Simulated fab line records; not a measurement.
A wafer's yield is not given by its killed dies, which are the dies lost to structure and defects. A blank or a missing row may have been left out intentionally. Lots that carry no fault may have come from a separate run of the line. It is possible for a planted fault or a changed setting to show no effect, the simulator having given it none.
Which of the tools did it?    flow n5Finfet    23 lots with 69 wafers sampled at 5 steps, on a route of 1938 steps

## WHAT THE GAUGES SHOWED, per wafer
N5_FIN_SAQP_OCD_MEAS_76.
lot   measured     on      trenchDepthNm (nm)
L074  day 2 02:33  ocd-02  116.7 115.9 124.4
L075  day 2 08:55  ocd-01  119.0 119.7 117.4
L076  day 2 14:58  ocd-02  119.1 120.1 115.1
L077  day 2 21:46  ocd-02  119.9 120.0 120.4
L078  day 3 02:57  ocd-02  125.2 116.7 120.7
L079  day 3 10:14  ocd-01  119.5 117.8 118.2
L080  day 3 15:37  ocd-01  121.5 117.6 120.4
L081  day 3 21:22  ocd-02  117.5 121.4 119.2
L082  day 4 03:20  ocd-02  122.9 119.0 118.7
L083  day 4 08:01  ocd-02  121.4 119.4 119.4
L084  day 4 17:34  ocd-02  119.5 117.4 122.0
L085  day 4 22:13  ocd-01  118.0 123.9 123.8
L086  day 5 06:02  ocd-01  118.8 123.1 119.2
L087  day 5 13:26  ocd-01  119.6 120.1 122.1
L088  day 5 16:45  ocd-02  121.0 118.5 118.8
L089  day 5 20:53  ocd-01  125.4 125.9 121.2
L090  day 6 03:13  ocd-01  120.3 119.1 121.0
L091  day 6 08:58  ocd-01  118.7 117.3 117.3
L092  day 6 14:32  ocd-01  117.1 123.9 123.5
L093  day 6 21:02  ocd-01  116.6 119.7 117.1
L094  day 7 02:17  ocd-01  118.3 123.5 120.7
L095  day 7 09:33  ocd-02  121.3 118.0 124.5
L096  day 7 14:34  ocd-01  124.7 124.6 120.1

N5_DUMMY_GATE_CD_MEAS_50: target cd 14 nm.
lot   measured     on        cdNm (nm)
L074  day 2 22:03  cdSem-02  14.2 13.9 15.0
L075  day 3 05:34  cdSem-01  14.6 14.8 14.1
L076  day 3 11:56  cdSem-02  13.5 14.5 14.5
L077  day 3 18:19  cdSem-01  14.1 14.4 14.4
L078  day 3 22:34  cdSem-01  14.3 14.1 13.8
L079  day 4 06:39  cdSem-01  14.2 15.0 14.3
L080  day 4 11:31  cdSem-02  13.9 14.0 14.1
L081  day 4 17:14  cdSem-03  13.8 14.6 14.5
L082  day 4 23:25  cdSem-01  14.1 13.9 15.2
L083  day 5 05:53  cdSem-02  14.7 13.9 13.9
L084  day 5 15:26  cdSem-01  13.1 14.2 15.1
L085  day 5 18:26  cdSem-02  14.6 14.5 14.4
L086  day 6 01:39  cdSem-03  14.0 14.7 13.6
L087  day 6 09:22  cdSem-01  13.2 15.1 14.6
L088  day 6 12:47  cdSem-03  14.1 13.9 14.9
L089  day 6 17:52  cdSem-01  14.1 14.0 14.4
L090  day 6 23:13  cdSem-02  13.8 13.3 14.1
L091  day 7 05:08  cdSem-03  14.6 13.9 13.6
L092  day 7 11:35  cdSem-01  13.9 13.7 14.7
L093  day 7 16:27  cdSem-01  14.3 14.1 13.8
L094  day 7 22:08  cdSem-03  14.7 14.3 14.1
L095  day 8 05:31  cdSem-01  14.0 13.5 14.0
L096  day 8 09:51  cdSem-03  13.9 14.4 13.4

## TOOL THAT RAN EACH LOT (tool first, then ch and the chambers of the sampled wafers, then the start)
lot   N5_FIN_SAQP_DENSIFY_62          N5_FIN_SAQP_ETCH_52               N5_FIN_CUT_CUT_ETCH_26
L074  rtpAnneal-02 ch 0, day 1 21:19  rieDiel-06 ch 1,3, day 1 22:23    rieDiel-04 ch 1,3, day 2 03:34
L075  rtpAnneal-01 ch 0, day 2 03:37  rieDiel-02 ch 0,1,2, day 2 04:49  rieDiel-04 ch 1,2,3, day 2 09:49
L076  rtpAnneal-01 ch 0, day 2 09:45  rieDiel-02 ch 1,2, day 2 10:54    rieDiel-01 ch 0,1,3, day 2 15:52
L077  rtpAnneal-01 ch 0, day 2 15:28  rieDiel-03 ch 0,3, day 2 16:32    rieDiel-04 ch 0,1,2, day 2 22:49
L078  rtpAnneal-02 ch 0, day 2 21:44  rieDiel-02 ch 0,2,3, day 2 22:56  rieDiel-05 ch 1,3, day 3 04:19
L079  rtpAnneal-01 ch 0, day 3 04:03  rieDiel-03 ch 0,2,3, day 3 05:18  rieDiel-05 ch 0,1,2, day 3 11:13
L080  rtpAnneal-01 ch 0, day 3 09:31  rieDiel-06 ch 2,3, day 3 11:11    rieDiel-01 ch 1,2,3, day 3 16:43
L081  rtpAnneal-02 ch 0, day 3 15:19  rieDiel-02 ch 1,2,3, day 3 16:25  rieDiel-04 ch 0,1,3, day 3 22:16
L082  rtpAnneal-01 ch 0, day 3 21:53  rieDiel-03 ch 1,2,3, day 3 23:02  rieDiel-04 ch 0,1,2, day 4 04:21
L083  rtpAnneal-02 ch 0, day 4 02:36  rieDiel-02 ch 0,1,2, day 4 03:58  rieDiel-01 ch 0,1, day 4 08:55
L084  rtpAnneal-02 ch 0, day 4 10:46  rieDiel-02 ch 0,1, day 4 12:08    rieDiel-05 ch 1,3, day 4 18:35
L085  rtpAnneal-01 ch 0, day 4 15:23  rieDiel-06 ch 2,3, day 4 16:36    rieDiel-01 ch 2,3, day 4 23:06
L086  rtpAnneal-01 ch 0, day 4 21:09  rieDiel-06 ch 1,2, day 4 22:20    rieDiel-04 ch 1,2,3, day 5 07:04
L087  rtpAnneal-02 ch 0, day 5 06:14  rieDiel-06 ch 1,2,3, day 5 07:31  rieDiel-05 ch 0,1,3, day 5 14:27
L088  rtpAnneal-01 ch 0, day 5 10:08  rieDiel-03 ch 0,1,2, day 5 11:31  rieDiel-05 ch 0,1, day 5 17:39
L089  rtpAnneal-01 ch 0, day 5 15:14  rieDiel-03 ch 0,1,3, day 5 16:34  rieDiel-01 ch 0,1, day 5 21:55
L090  rtpAnneal-01 ch 0, day 5 21:53  rieDiel-02 ch 0,1, day 5 22:55    rieDiel-05 ch 2,3, day 6 04:24
L091  rtpAnneal-02 ch 0, day 6 03:23  rieDiel-06 ch 2,3, day 6 04:32    rieDiel-01 ch 0,1, day 6 09:52
L092  rtpAnneal-02 ch 0, day 6 08:34  rieDiel-06 ch 0,1, day 6 09:52    rieDiel-04 ch 1,2,3, day 6 15:26
L093  rtpAnneal-01 ch 0, day 6 14:52  rieDiel-03 ch 0,3, day 6 16:08    rieDiel-05 ch 2,3, day 6 22:04
L094  rtpAnneal-02 ch 0, day 6 20:44  rieDiel-03 ch 0,1,2, day 6 21:46  rieDiel-01 ch 0,1,2, day 7 03:29
L095  rtpAnneal-01 ch 0, day 7 03:46  rieDiel-03 ch 0,1,2, day 7 05:00  rieDiel-05 ch 1,2, day 7 10:34
L096  rtpAnneal-02 ch 0, day 7 08:43  rieDiel-02 ch 1,2, day 7 10:12    rieDiel-01 ch 0,1,2, day 7 15:34
- N5_FIN_SAQP_DENSIFY_62: time 60 s.
- N5_FIN_SAQP_ETCH_52: etches SOC in N2/H2, target depth 100 nm, overetch 20 nm, time 150 s.
- N5_FIN_CUT_CUT_ETCH_26: etches SiNx in CH3F/O2, target depth 39 nm, time 55.7 s.

## AS READ BY THE TOOLS THEMSELVES (means over the sampled wafers that have a number; for cases with no such wafer, the mark the record gives instead)
N5_FIN_SAQP_DENSIFY_62.
lot   tool          lampPowerPct (%)  lamp_zone_6_pct (%)  lamp_zone_7_pct (%)  wafer_temp_C_max
L074  rtpAnneal-02  9.83              9.759                10.265               703.7
L075  rtpAnneal-01  9.87              9.766                10.273               703.6
L076  rtpAnneal-01  9.88              9.766                10.264               703.1
L077  rtpAnneal-01  9.84              9.764                10.266               703.4
L078  rtpAnneal-02  9.89              9.773                10.264               703.3
L079  rtpAnneal-01  9.86              9.777                10.263               703.4
L080  rtpAnneal-01  9.85              9.776                10.277               704.0
L081  rtpAnneal-02  9.83              9.774                10.264               704.0
L082  rtpAnneal-01  9.93              9.764                10.270               704.5
L083  rtpAnneal-02  9.86              9.767                10.267               703.6
L084  rtpAnneal-02  9.85              9.773                10.270               703.8
L085  rtpAnneal-01  9.85              9.770                10.266               703.1
L086  rtpAnneal-01  9.83              9.775                10.271               703.2
L087  rtpAnneal-02  9.89              9.768                10.265               703.5
L088  rtpAnneal-01  9.84              9.775                10.278               703.3
L089  rtpAnneal-01  9.84              9.769                10.264               703.5
L090  rtpAnneal-01  9.83              9.769                10.264               703.5
L091  rtpAnneal-02  9.85              9.777                10.268               703.6
L092  rtpAnneal-02  9.89              9.761                10.265               703.6
L093  rtpAnneal-01  9.89              9.767                10.270               702.8
L094  rtpAnneal-02  9.90              9.770                10.262               702.9
L095  rtpAnneal-01  9.84              9.774                10.260               703.2
L096  rtpAnneal-02  9.86              9.756                10.274               702.8

N5_FIN_SAQP_ETCH_52.
lot   tool        drypumpMotorCurrentA (A)  h2FlowSccm (sccm)  oesProductAu (a.u.)  rfVppV (V)  showerheadPlenumPTorr (Torr)  throttleValvePct (%)
L074  rieDiel-06  5.60                      199.5              0.64                 524.0       2.56                          17.9
L075  rieDiel-02  5.53                      199.5              0.70                 522.1       2.49                          18.2
L076  rieDiel-02  5.39                      200.0              0.70                 521.7       2.49                          18.1
L077  rieDiel-03  5.35                      201.0              0.67                 524.9       2.61                          17.7
L078  rieDiel-02  5.71                      199.9              0.67                 523.2       2.51                          18.2
L079  rieDiel-03  5.57                      200.4              0.74                 525.5       2.59                          17.6
L080  rieDiel-06  5.80                      200.3              0.71                 522.6       2.48                          17.9
L081  rieDiel-02  5.54                      199.8              0.67                 522.9       2.51                          18.2
L082  rieDiel-03  5.62                      200.1              0.78                 524.3       2.52                          17.5
L083  rieDiel-02  5.53                      199.7              0.68                 521.9       2.49                          18.2
L084  rieDiel-02  5.53                      199.8              0.68                 520.9       2.46                          18.3
L085  rieDiel-06  5.80                      200.0              0.70                 521.7       2.48                          17.9
L086  rieDiel-06  5.51                      200.3              0.81                 525.5       2.60                          17.9
L087  rieDiel-06  5.64                      200.1              0.76                 523.0       2.54                          17.8
L088  rieDiel-03  5.36                      199.6              0.73                 524.1       2.55                          17.5
L089  rieDiel-03  5.42                      200.2              0.68                 524.2       2.53                          17.6
L090  rieDiel-02  5.38                      200.1              0.69                 521.6       2.46                          18.2
L091  rieDiel-06  5.68                      199.6              0.73                 523.1       2.54                          18.0
L092  rieDiel-06  5.63                      200.2              0.82                 525.0       2.56                          17.5
L093  rieDiel-03  5.66                      199.9              0.66                 524.2       2.57                          17.7
L094  rieDiel-03  5.35                      200.2              0.72                 525.1       2.54                          17.6
L095  rieDiel-03  5.35                      199.7              0.72                 524.5       2.54                          17.5
L096  rieDiel-02  5.41                      200.4              0.67                 521.4       2.48                          18.2

N5_FIN_CUT_CUT_ETCH_26.
lot   tool        CH3F_flow_sccm (sccm)  drypumpMotorCurrentA (A)  oes_f_703_au (a.u.)  oesProductAu (a.u.)  rfVppV (V)  showerheadPlenumPTorr (Torr)  throttleValvePct (%)
L074  rieDiel-04  30.04                  5.3                       0.81                 0.82                 305         2.06                          15.95
L075  rieDiel-04  29.99                  5.7                       0.78                 0.80                 301         2.06                          16.18
L076  rieDiel-01  29.98                  5.9                       0.78                 0.77                 294         2.03                          16.33
L077  rieDiel-04  30.04                  5.5                       0.75                 0.76                 297         2.07                          16.30
L078  rieDiel-05  30.03                  5.7                       0.86                 0.89                 293         2.08                          16.21
L079  rieDiel-05  29.97                  5.4                       0.78                 0.79                 298         2.07                          16.30
L080  rieDiel-01  30.01                  5.9                       0.85                 0.86                 296         2.03                          16.34
L081  rieDiel-04  29.97                  5.5                       0.79                 0.80                 302         2.06                          16.10
L082  rieDiel-04  30.01                  5.4                       0.75                 0.76                 296         2.06                          16.32
L083  rieDiel-01  29.98                  5.7                       0.80                 0.82                 298         2.07                          16.30
L084  rieDiel-05  29.91                  5.7                       0.82                 0.85                 293         2.07                          16.22
L085  rieDiel-01  29.95                  6.1                       0.80                 0.76                 291         1.98                          16.41
L086  rieDiel-04  30.03                  5.7                       0.76                 0.76                 301         2.05                          16.23
L087  rieDiel-05  30.05                  5.5                       0.77                 0.79                 292         2.07                          16.27
L088  rieDiel-05  30.05                  5.4                       0.83                 0.85                 293         2.07                          16.24
L089  rieDiel-01  29.93                  5.7                       0.79                 0.81                 298         2.07                          16.32
L090  rieDiel-05  29.96                  5.7                       0.76                 0.79                 298         2.07                          16.17
L091  rieDiel-01  29.92                  5.7                       0.78                 0.81                 298         2.07                          16.32
L092  rieDiel-04  29.97                  5.7                       0.76                 0.77                 301         2.05                          16.25
L093  rieDiel-05  30.03                  5.8                       0.74                 0.78                 298         2.06                          16.19
L094  rieDiel-01  29.97                  5.7                       0.81                 0.82                 298         2.02                          16.41
L095  rieDiel-05  30.07                  5.7                       0.87                 0.92                 302         2.04                          16.08
L096  rieDiel-01  29.99                  5.7                       0.80                 0.81                 296         2.02                          16.42

## THE ANSWER, worked out from the rows above alone
Rule: usual is defined by the lots themselves. Put in order of their means at a reading, lots are off if they are a third of the lots or fewer, leave a main group of 4 or more, and stand apart from it by a gap of 3 or more times the standard deviation of the main group's means; of several such gaps the widest counts. The tables above print the reading to a certain number of digits; a main group whose means all agree to those digits is not used. A lot without any number at a reading at which 4 lots or more have one is off too. All remaining lots with rows at the step are treated as sound. Order of review: gauges by route order, followed by the tools' own readings, for which a lot's mean as printed above is used. The first step at which some lot is off is used, and at that step the reading that is off furthest; a lot without a number counts as furthest.
Nothing can be told from this: no lot is off at any reading shown.

## WHAT THE SIMULATOR HAD INSERTED
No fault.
